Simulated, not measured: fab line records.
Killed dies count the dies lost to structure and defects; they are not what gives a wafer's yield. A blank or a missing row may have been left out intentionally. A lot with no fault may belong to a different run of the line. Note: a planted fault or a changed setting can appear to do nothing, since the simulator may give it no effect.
The tool behind it: which one? | flow nand_harc | 13 lots, 36 wafers sampled, at 4 steps of a route of 1302

WHAT THE GAUGES READ, wafer by wafer
The record lacks any reading of a measuring or inspecting step that a usual standard deviation could be used to judge.

TOOL THAT RAN EACH LOT (tool first, then ch and the chambers of the sampled wafers, then the start)
lot  | NHARC_A_STAIRCASE_HM_DEP_456  | NHARC_A_STAIRCASE_HM_DEP_459  | NHARC_A_STAIRCASE_ETCH_292         | NHARC_A_STAIRCASE_ETCH_452
L474 | acl_dep-02 ch 0, day 16 13:34 | acl_dep-02 ch 0, day 16 21:34 | rie_diel-11 ch 1,2,3, day 17 00:23 | rie_diel-11 ch 0,1,2, no start
L475 | acl_dep-01 ch 0, day 16 22:15 | acl_dep-02 ch 0, day 17 06:51 | rie_diel-07 ch 0,2, day 17 09:47   | rie_diel-07 ch 1,2, no start
L477 | acl_dep-02 ch 0, day 17 20:10 | acl_dep-03 ch 0, day 18 02:04 | rie_diel-07 ch 0,1, day 18 05:07   | rie_diel-07 ch 0,1, no start
L476 | acl_dep-01 ch 0, day 17 21:14 | acl_dep-03 ch 0, day 18 04:40 | rie_diel-11 ch 0,2, day 18 07:44   | rie_diel-11 ch 1,2,3, no start
L481 | acl_dep-01 ch 0, day 20 13:19 | acl_dep-03 ch 0, day 20 21:56 | rie_diel-08 ch 1,2,3, day 21 00:52 | rie_diel-08 ch 0,2,3, no start
L480 | acl_dep-03 ch 0, day 20 15:10 | acl_dep-03 ch 0, day 21 00:05 | rie_diel-11 ch 0,2,3, day 21 02:40 | rie_diel-11 ch 2,3, no start
L485 | acl_dep-03 ch 0, day 21 19:55 | acl_dep-03 ch 0, day 22 01:41 | rie_diel-11 ch 1, day 22 04:41     | rie_diel-11 ch 0,2, no start
L486 | acl_dep-02 ch 0, day 21 20:59 | acl_dep-03 ch 0, day 22 03:50 | rie_diel-11 ch 0,1, day 22 06:29   | rie_diel-11 ch 0,2, no start
L487 | acl_dep-02 ch 0, day 22 19:51 | acl_dep-01 ch 0, day 23 03:20 | rie_diel-07 ch 0,3, day 23 06:55   | rie_diel-07 ch 1,2, no start
L489 | acl_dep-01 ch 0, day 22 22:50 | acl_dep-03 ch 0, day 23 07:41 | rie_diel-11 ch 1,2, day 23 10:20   | rie_diel-11 ch 0,1, no start
L494 | acl_dep-01 ch 0, day 25 08:20 | acl_dep-02 ch 0, day 25 15:02 | rie_diel-07 ch 1,3, day 25 17:56   | rie_diel-07 ch 0,1,3, no start
L495 | acl_dep-01 ch 0, day 25 14:28 | acl_dep-02 ch 0, day 25 21:12 | rie_diel-07 ch 0,2, day 26 00:01   | rie_diel-07 ch 1,2, no start
L496 | acl_dep-03 ch 0, day 25 16:06 | acl_dep-01 ch 0, day 25 23:02 | rie_diel-08 ch 0,1,2, day 26 01:51 | rie_diel-08 ch 0,1,3, no start
- NHARC_A_STAIRCASE_HM_DEP_456: deposits aC, target thk 3100 nm.
- NHARC_A_STAIRCASE_HM_DEP_459: deposits aC, target thk 1500 nm.
- NHARC_A_STAIRCASE_ETCH_292: etches the open film in CF4/CHF3.
- NHARC_A_STAIRCASE_ETCH_452: etches the open film in CF4/O2, target depth 30 nm, overetch 3 nm, time 16.5 s.

WHAT THE TOOLS THEMSELVES READ (means of the sampled wafers that have a number; where no wafer has one, the mark that the record gives instead)
NHARC_A_STAIRCASE_HM_DEP_456. Usual: throttle_valve_pct 34.999 %, standard deviation 0.0097.
lot  | tool       | throttle_valve_pct (%) | flag
L474 | acl_dep-02 | 34.992                 |
L475 | acl_dep-01 | 35.000                 |
L477 | acl_dep-02 | 35.006                 |
L476 | acl_dep-01 | 35.004                 |
L481 | acl_dep-01 | 34.991                 |
L480 | acl_dep-03 | 34.996                 |
L485 | acl_dep-03 | 34.992                 |
L486 | acl_dep-02 | 35.008                 |
L487 | acl_dep-02 | 34.999                 |
L489 | acl_dep-01 | 35.002                 |
L494 | acl_dep-01 | 35.005                 |
L495 | acl_dep-01 | 34.996                 |
L496 | acl_dep-03 | 35.003                 |

NHARC_A_STAIRCASE_HM_DEP_459. Usual: throttle_valve_pct 34.999 %, standard deviation 0.0086.
lot  | tool       | throttle_valve_pct (%) | flag
L474 | acl_dep-02 | 34.994                 |
L475 | acl_dep-02 | 34.998                 |
L477 | acl_dep-03 | 35.006                 |
L476 | acl_dep-03 | 34.995                 |
L481 | acl_dep-03 | 35.000                 |
L480 | acl_dep-03 | 35.008                 |
L485 | acl_dep-03 | 34.995                 |
L486 | acl_dep-03 | 34.992                 |
L487 | acl_dep-01 | 35.002                 |
L489 | acl_dep-03 | 34.983                 |
L494 | acl_dep-02 | 35.004                 |
L495 | acl_dep-02 | 35.002                 |
L496 | acl_dep-01 | 34.996                 |

NHARC_A_STAIRCASE_ETCH_292. Usual: drypump_motor_current_A 5.6 A, standard deviation 0.4; oes_product_au 0.939 a.u., standard deviation 0.023; rf_vpp_V 370.0 V, standard deviation 1.4; showerhead_plenum_p_Torr 1.56 Torr, standard deviation 0.037; throttle_valve_pct 16.804 %, standard deviation 0.0084.
lot  | tool        | drypump_motor_current_A (A) | oes_product_au (a.u.) | rf_vpp_V (V) | showerhead_plenum_p_Torr (Torr) | throttle_valve_pct (%) | flag
L474 | rie_diel-11 | 5.4                         | 0.983                 | 370.0        | 1.55                            | 16.799                 |
L475 | rie_diel-07 | 5.7                         | 0.935                 | 372.3        | 1.62                            | 16.804                 |
L477 | rie_diel-07 | 6.2                         | 0.923                 | 369.5        | 1.54                            | 16.810                 |
L476 | rie_diel-11 | 5.4                         | 0.919                 | 369.3        | 1.55                            | 16.812                 |
L481 | rie_diel-08 | 5.9                         | 0.944                 | 369.7        | 1.54                            | 16.801                 |
L480 | rie_diel-11 | 5.4                         | 0.936                 | 369.9        | 1.55                            | 16.809                 |
L485 | rie_diel-11 | 5.9                         | 0.839                 | 368.2        | 1.54                            | 16.796                 | OFF
L486 | rie_diel-11 | 5.8                         | 0.966                 | 370.1        | 1.55                            | 16.805                 |
L487 | rie_diel-07 | 5.9                         | 0.911                 | 369.8        | 1.53                            | 16.810                 |
L489 | rie_diel-11 | 5.5                         | 0.976                 | 369.4        | 1.53                            | 16.808                 |
L494 | rie_diel-07 | 5.7                         | 0.924                 | 369.7        | 1.53                            | 16.812                 |
L495 | rie_diel-07 | 6.0                         | 0.960                 | 369.9        | 1.56                            | 16.809                 |
L496 | rie_diel-08 | 5.8                         | 0.966                 | 369.5        | 1.54                            | 16.801                 |

NHARC_A_STAIRCASE_ETCH_452. Usual: drypump_motor_current_A 5.6 A, standard deviation 0.4; oes_product_au 0.998 a.u., standard deviation 0.01; rf_vpp_V 197.4 V, standard deviation 1; showerhead_plenum_p_Torr 1.32 Torr, standard deviation 0.031; throttle_valve_pct 13.396 %, standard deviation 0.0093.
lot  | tool        | drypump_motor_current_A (A) | oes_product_au (a.u.) | rf_vpp_V (V) | showerhead_plenum_p_Torr (Torr) | throttle_valve_pct (%) | flag
L474 | rie_diel-11 | 5.6                         | 1.001                 | 196.9        | 1.32                            | 13.401                 |
L475 | rie_diel-07 | 5.6                         | 1.012                 | 198.1        | 1.38                            | 13.391                 |
L477 | rie_diel-07 | 6.1                         | 0.987                 | 197.0        | 1.31                            | 13.390                 |
L476 | rie_diel-11 | 5.4                         | 0.990                 | 197.6        | 1.31                            | 13.397                 |
L481 | rie_diel-08 | 5.9                         | 1.000                 | 197.6        | 1.30                            | 13.401                 |
L480 | rie_diel-11 | 5.2                         | 1.003                 | 197.0        | 1.32                            | 13.398                 |
L485 | rie_diel-11 | 5.5                         | 0.992                 | 197.4        | 1.31                            | 13.397                 |
L486 | rie_diel-11 | 5.5                         | 0.996                 | 197.6        | 1.31                            | 13.383                 |
L487 | rie_diel-07 | 5.6                         | 0.998                 | 197.9        | 1.37                            | 13.391                 |
L489 | rie_diel-11 | 5.8                         | 0.995                 | 197.8        | 1.31                            | 13.409                 |
L494 | rie_diel-07 | 5.8                         | 0.996                 | 196.4        | 1.30                            | 13.390                 |
L495 | rie_diel-07 | 5.6                         | 1.007                 | 198.3        | 1.37                            | 13.403                 |
L496 | rie_diel-08 | 5.6                         | 0.995                 | 197.3        | 1.31                            | 13.404                 |

THE ANSWER, worked out from the rows above alone
Rule: a lot counts as off when the mean over its wafers that have a number is more than 3 standard deviations away from the usual mean. Also off: a lot with no number at a reading for which 4 or more lots have one. Where the step has rows for the other lots, those lots are counted as sound. After the gauges, taken in route order, come the tools' own readings; for these a lot's mean is taken, as printed above. The first step at which some lot is off is used, and at that step the reading that is off furthest; a lot without a number counts as furthest.
Off at NHARC_A_STAIRCASE_ETCH_292 (oes_product_au): L485.
A tool fits if, at that step or a process step before it, it ran every lot that is off, and no sound lot after the first of them. No candidate that was tried fits.

WHAT HAD BEEN PUT IN BY THE SIMULATOR
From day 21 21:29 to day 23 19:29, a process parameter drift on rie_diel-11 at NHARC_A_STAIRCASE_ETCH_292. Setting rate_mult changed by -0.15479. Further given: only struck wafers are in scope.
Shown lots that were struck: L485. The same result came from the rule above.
